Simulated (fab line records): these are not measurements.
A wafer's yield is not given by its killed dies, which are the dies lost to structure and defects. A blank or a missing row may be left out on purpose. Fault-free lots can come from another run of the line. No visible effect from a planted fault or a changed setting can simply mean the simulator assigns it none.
fab line records	flow n5-finfet
[record] lots = 6	wafers = 18	last-day = 18
route steps=1938 shown BEOL_M10@1516
lots untouched by any fault: they come from a run of this same line in which no faults occurred
start-h: start of the lot's first displayed wafer, in hours after the record's first day	wait-h: hours elapsed since this lot's preceding step	" same as the row above	L1.1+2: several wafers, shown together as one row	- value missing, or start not given	* or withheld: withheld	< > ~ a bound
route shown NAME@n: NAME is a module with steps in the file, n the number in the route of the first one	usual: the fault-free wafers' mean and standard deviation	same: alike in all rows	chamber/n: place in a boat	sites: each site's reading	_std_site: the standard deviation of these	_edge_site: outer sites' mean less inner sites'	radius-mm: how far each site lies from the wafer's centre	mask NAME#n: copy n	behind: the most recent tool/chamber to have shaped the wafer	hold: cause of the lot's hold/its duration in hours/its outcome	device: whichever transistor did not switch (one of n, p or np)	end of line: the same wafers' tests at the end of the route	where a step has no rows: the recipe by itself	killed: dies that structure and defects cost at the first sort, which is not the same as the wafer's yield	map: a wafer's dies, x killed, . not, _ none there
set.NAME: the setting that was run; set.NAME@STEP: the one run at that earlier step	model.NAME: the simulator's own value behind a step, which no gauge read
lots at some steps of the route; a table a step, a row a wafer
services: when a tool's chamber went out of use (start-h, in hours from the record's first day, below 0 if earlier), for how many hours, and the reason
[[steps]]
[step N5_BEOL_M10_HM_STRIP_39]
[recipe] chemistry = peroxide-tin-strip	material = TiN	target-depth-a = 250	temp-c = 50	time-s = 158
[step N5_BEOL_M10_SRD_40]
[recipe] time-s = 30	temp-c = 23	rinse-liquid = diw	dry = ipa-marangoni
[step N5_BEOL_M10_PRECLEAN_42]
[recipe] chemistry = residue-remover	time-s = 60	temp-c = 40
[step N5_BEOL_M10_SRD_43]
[recipe] time-s = 30	temp-c = 23	rinse-liquid = diw	dry = ipa-marangoni
[step N5_BEOL_M10_CD_MEAS_35]
[recipe] target-cd-nm = 70	polarity = opening
[usual] cd-nm = 70.2/0.71
lot.wafer	tool	chamber	start-h	wait-h	cd-nm
L283.1	cd-sem-01	-	239.03	0.0	69.5
L283.3	"	-	"	"	70.1
L283.5	"	-	"	"	70.4
L286.1	cd-sem-01	-	272.34	0.0	69.3
L286.3	"	-	"	"	70.1
L286.6	"	-	"	"	70.2
L290.1	cd-sem-02	-	290.26	0.0	70.3
L290.4	"	-	"	"	71.1
L290.6	"	-	"	"	70.2
L303.1	cd-sem-03	-	357.81	0.0	68.9
L303.4	"	-	"	"	70.0
L303.6	"	-	"	"	70.4
L302.2	cd-sem-03	-	357.98	0.0	69.5
L302.3	"	-	"	"	69.0
L302.4	"	-	"	"	69.5
L304.2	cd-sem-03	-	383.85	0.0	71.0
L304.4	"	-	"	"	70.8
L304.6	"	-	"	"	70.3
[step N5_BEOL_M10_CURE_72]
[recipe] temp-c = 370	time-s = 120	ambient = DMADMS/He	material = SiCOH_lowk
[usual] lamp-power-pct = 52.31/0.056	wafer_temp_C_max = 371.7/0.67
lot.wafer	tool	chamber	start-h	wait-h	lamp-power-pct	wafer_temp_C_max
L283.1	uv-cure-01	0	239.07	0.0	52.24	371.2
L283.3	"	0	"	"	52.34	370.8
L283.5	"	0	"	"	52.38	371.1
L286.1	uv-cure-01	1	272.39	0.0	52.29	371.3
L286.3	"	1	"	"	52.31	371.7
L286.6	"	1	"	"	52.32	371.7
L290.1	uv-cure-03	0	290.30	0.0	52.23	372.5
L290.4	"	0	"	"	52.38	372.3
L290.6	"	0	"	"	52.31	372.4
L303.1	uv-cure-03	2	357.85	0.0	52.26	371.6
L303.4	"	2	"	"	52.24	371.3
L303.6	"	2	"	"	52.30	371.2
L302.2	uv-cure-02	0	358.21	0.2	52.30	372.6
L302.3	"	0	"	"	52.32	374.0
L302.4	"	0	"	"	52.29	372.7
L304.2	uv-cure-02	0	383.94	0.1	52.43	372.2
L304.4	"	0	"	"	52.48	373.0
L304.6	"	0	"	"	52.34	372.3
[step N5_BEOL_M10_DEGAS_44]
[recipe] ambient = vacuum	temp-c = 250	time-s = 60
[usual] heater-power-w = 334/42
lot.wafer	tool	chamber	start-h	wait-h	heater-power-w
L283.1	pvd-sputter-02	-	239.71	0.5	265
L283.3	"	-	"	"	315
L283.5	"	-	"	"	271
L286.1	pvd-sputter-03	-	273.00	0.6	322
L286.3	"	-	"	"	312
L286.6	"	-	"	"	384
L290.1	pvd-sputter-02	-	290.99	0.6	335
L290.4	"	-	"	"	271
L290.6	"	-	"	"	271
L303.1	pvd-sputter-03	-	358.33	0.4	318
L303.4	"	-	"	"	323
L303.6	"	-	"	"	318
L302.2	pvd-sputter-03	-	358.65	0.4	312
L302.3	"	-	"	"	385
L302.4	"	-	"	"	316
L304.2	pvd-sputter-02	-	384.76	0.8	395
L304.4	"	-	"	"	305
L304.6	"	-	"	"	321
[step N5_BEOL_M10_PRE_CLEAN_45]
[recipe] gas = H2/He	time-s = 30	temp-c = 250
[usual] heater-power-w = 334/41
lot.wafer	tool	chamber	start-h	wait-h	heater-power-w
L283.1	pvd-sputter-02	-	239.75	0.0	270
L283.3	"	-	"	"	317
L283.5	"	-	"	"	267
L286.1	pvd-sputter-03	-	273.04	0.0	320
L286.3	"	-	"	"	316
L286.6	"	-	"	"	391
L290.1	pvd-sputter-02	-	291.03	0.0	326
L290.4	"	-	"	"	270
L290.6	"	-	"	"	269
L303.1	pvd-sputter-03	-	358.37	0.0	317
L303.4	"	-	"	"	319
L303.6	"	-	"	"	318
L302.2	pvd-sputter-03	-	358.69	0.0	310
L302.3	"	-	"	"	385
L302.4	"	-	"	"	315
L304.2	pvd-sputter-02	-	384.80	0.0	398
L304.4	"	-	"	"	319
L304.6	"	-	"	"	315
[step N5_BEOL_M10_ALD_74]
[recipe] material = TaN	target-thk-a = 20	temp-c = 275	ald-precursor-family = PDMAT	ald-co-reactant = NH3	pressure-torr = 3	carrier-flow-sccm = 1500	pulse-time-s = 2	purge-time-s = 3	co-reactant-purge-time-s = 2	co-reactant-pulse-time-s = 3	ald-cycles = 40	precursor-vessel-temp-c = 75	precursor-vessel-pressure-torr = 26.25	precursor-vessel-carrier-sccm = 1000
[usual] heater-power-w = 434/50
[same] purge-time-s = 3
lot.wafer	tool	chamber	start-h	wait-h	heater-power-w
L283.1	ald-metal-04	2	239.81	0.0	483
L283.3	"	1	"	"	372
L283.5	"	1	"	"	384
L286.1	ald-metal-01	1	273.10	0.0	442
L286.3	"	2	"	"	439
L286.6	"	0	"	"	430
L290.1	ald-metal-04	2	291.09	0.0	478
L290.4	"	0	"	"	436
L290.6	"	3	"	"	393
L303.1	ald-metal-02	1	358.43	0.0	566
L303.4	"	3	"	"	433
L303.6	"	2	"	"	401
L302.2	ald-metal-01	1	358.81	0.1	383
L302.3	"	0	"	"	406
L302.4	"	2	"	"	422
L304.2	ald-metal-04	3	384.86	0.0	386
L304.4	"	1	"	"	371
L304.6	"	1	"	"	375
[step N5_BEOL_M10_SURFACE_TREAT_76]
[recipe] gas = Ar	time-s = *	ion-energy-ev = *	ion-current-ma-cm2 = 0.5	pressure-mtorr = *	ar-flow-sccm = 30
[step N5_BEOL_M10_CVD_75]
[recipe] material = Co	target-thk-a = 20	temp-c = withheld	precursor = CCTBA/H2	pressure-torr = 30	time-s = 138.9
[step N5_BEOL_M10_SPUTTER_48]
[recipe] material = Cu	target-thk-a = 120	temp-c = -20	bias-v = 60	power-w = 26000	chamber-pressure-pa = 0.13	time-s = 2
[step N5_BEOL_M10_ECD_50]
[recipe] material = Cu	target-thk-a = 3180
lot.wafer	tool	chamber	start-h	wait-h	model.Cu_of_BEOL_M10_ECD_50.thk-nm
L283.1	ecd-cu-02	1	240.49	0.1	317.2
L283.3	"	1	"	"	322.6
L283.5	"	0	"	"	316.4
L286.1	ecd-cu-02	1	274.08	0.1	313.6
L286.3	"	0	"	"	222.6
L286.6	"	1	"	"	316.2
L290.1	ecd-cu-02	1	291.80	0.1	322.4
L290.4	"	0	"	"	228.6
L290.6	"	1	"	"	316.8
L303.1	ecd-cu-02	0	359.21	0.1	314
L303.4	"	1	"	"	310
L303.6	"	1	"	"	312.4
L302.2	ecd-cu-01	1	359.59	0.1	319.2
L302.3	"	1	"	"	314.4
L302.4	"	0	"	"	316.8
L304.2	ecd-cu-01	1	386.00	0.1	319.2
L304.4	"	0	"	"	314.2
L304.6	"	1	"	"	317.6
[step N5_BEOL_M10_ANNEAL_51]
[recipe] temp-c = 225	time-s = 90	ambient = N2
[usual] wafer_temp_C_max = 226.0/0.32
lot.wafer	tool	chamber	start-h	wait-h	wafer_temp_C_max
L283.1	rtp-anneal-02	0	240.60	0.1	226.0
L283.3	"	0	"	"	226.4
L283.5	"	0	"	"	226.0
L286.1	rtp-anneal-02	0	274.36	0.3	226.1
L286.3	"	0	"	"	226.5
L286.6	"	0	"	"	225.9
L290.1	rtp-anneal-01	0	292.56	0.7	225.9
L290.4	"	0	"	"	225.8
L290.6	"	0	"	"	225.5
L303.1	rtp-anneal-02	0	359.32	0.1	226.3
L303.4	"	0	"	"	226.2
L303.6	"	0	"	"	226.4
L302.2	rtp-anneal-01	0	360.26	0.6	226.0
L302.3	"	0	"	"	225.8
L302.4	"	0	"	"	225.8
L304.2	rtp-anneal-01	0	386.28	0.3	226.1
L304.4	"	0	"	"	226.1
L304.6	"	0	"	"	226.0
[step N5_BEOL_M10_CMP_52]
[recipe] stop-on = SiCOH_lowk	t-overpolish-s = 7	down-force-psi = 1	platen-rpm = 50	clearing-platen-down-force-psi = 1.5	clearing-platen-rpm = 50	post-cmp-clean = cu-alkaline	target-thk-nm = 140	clearing-platen-pad-velocity-m-s = 0.99484	pad-velocity-m-s = 0.99484
[usual] motor-current-A = 6.3/0.52	time-to-endpoint-s = 66/3.2
lot.wafer	tool	chamber	start-h	wait-h	motor-current-A	time-to-endpoint-s
L283.3	cmp-01	2	240.94	0.2	6.4	66
L283.1	"	0	"	"	7.2	67
L283.5	"	2	"	"	6.4	69
L286.1	cmp-04	1	274.66	0.3	5.8	59
L286.3	"	0	"	"	7.0	43
L286.6	"	2	"	"	6.0	67
L290.4	cmp-01	1	293.17	0.2	6.2	49
L290.1	"	3	"	"	6.1	65
L290.6	"	1	"	"	6.3	72
L303.1	cmp-04	3	359.65	0.3	6.0	65
L303.4	"	0	"	"	7.2	60
L303.6	"	3	"	"	6.0	66
L302.2	cmp-01	1	360.51	0.2	6.1	74
L302.4	"	3	"	"	6.3	65
L302.3	"	0	"	"	7.4	62
L304.2	cmp-01	1	386.57	0.2	6.3	66
L304.4	"	3	"	"	5.7	65
L304.6	"	1	"	"	6.3	68
[step N5_BEOL_M10_THK_MEAS_53]
[recipe] thk-meas-gauge = xrf	reads = Cu_of_BEOL_M10_ECD_50
[usual] M10_THK = 139/3.3
lot.wafer	tool	chamber	start-h	wait-h	M10_THK[nm]
L283.1	film-metro-02	-	241.19	-	140
L283.3	"	-	"	"	140
L283.5	"	-	"	"	142
L286.1	film-metro-01	-	274.95	-	140
L286.3	"	-	"	"	137
L286.6	"	-	"	"	143
L290.1	film-metro-01	-	293.42	-	140
L290.4	"	-	"	"	149
L290.6	"	-	"	"	145
L303.1	film-metro-01	-	359.91	-	134
L303.4	"	-	"	"	135
L303.6	"	-	"	"	134
L302.2	film-metro-01	-	360.80	-	138
L302.3	"	-	"	"	136
L302.4	"	-	"	"	135
L304.2	film-metro-02	-	386.83	-	142
L304.4	"	-	"	"	139
L304.6	"	-	"	"	141
[[services]]
tool	chamber	start-h	hours	kind
uv-cure-02	-	218.70	7.5	pm
cmp-01	-	231.26	4.0	pm
uv-cure-01	-	233.17	1.3	repair
ecd-cu-01	-	250.18	0.6	repair
uv-cure-02	-	251.33	0.5	repair
cmp-01	-	258.05	0.7	repair
ald-metal-01	3	259.45	5.5	repair
uv-cure-03	-	265.96	2.8	repair
uv-cure-02	-	269.09	0.7	repair
ald-metal-04	-	274.15	14.6	pm
cmp-01	-	274.28	3.0	repair
ecd-cu-01	-	277.76	1.1	repair
cmp-04	-	290.14	1.1	repair
ald-metal-01	-	291.55	8.7	pm
pvd-sputter-02	-	301.83	7.9	repair
ald-metal-01	2	302.09	3.9	repair
uv-cure-03	-	311.18	7.1	pm
ald-metal-01	-	317.65	2.7	repair
ald-metal-01	-	337.25	14.0	pm
ecd-cu-01	-	344.62	0.2	repair
ald-metal-04	0	345.80	3.5	repair
cmp-04	-	350.39	1.1	repair
uv-cure-03	-	352.31	0.3	repair
ecd-cu-01	-	361.52	0.9	repair
[[key]]
[first-sign] step = N5_BEOL_M10_CMP_52	reading = time-to-endpoint-s	direction = down	sigmas = 6.1	usual = *	struck = *
effect none on later readings
[model-effect] step = N5_BEOL_M10_ECD_50	value = Cu_of_BEOL_M10_ECD_50.thk-nm	without = 315.8	struck = 225.6
met-at N5_BEOL_M10_ECD_50
struck-wafers L286.3,L290.4
onset-between 240.49 274.08
[fault] kind = process-parameter-drift	tool = ecd-cu-02	chamber = 0	onset-h = 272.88	steps = N5_BEOL_M10_ECD_50	channel = target-thk-a	offset = *	shape = step	end-h = 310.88	acts-in = *	stated = *
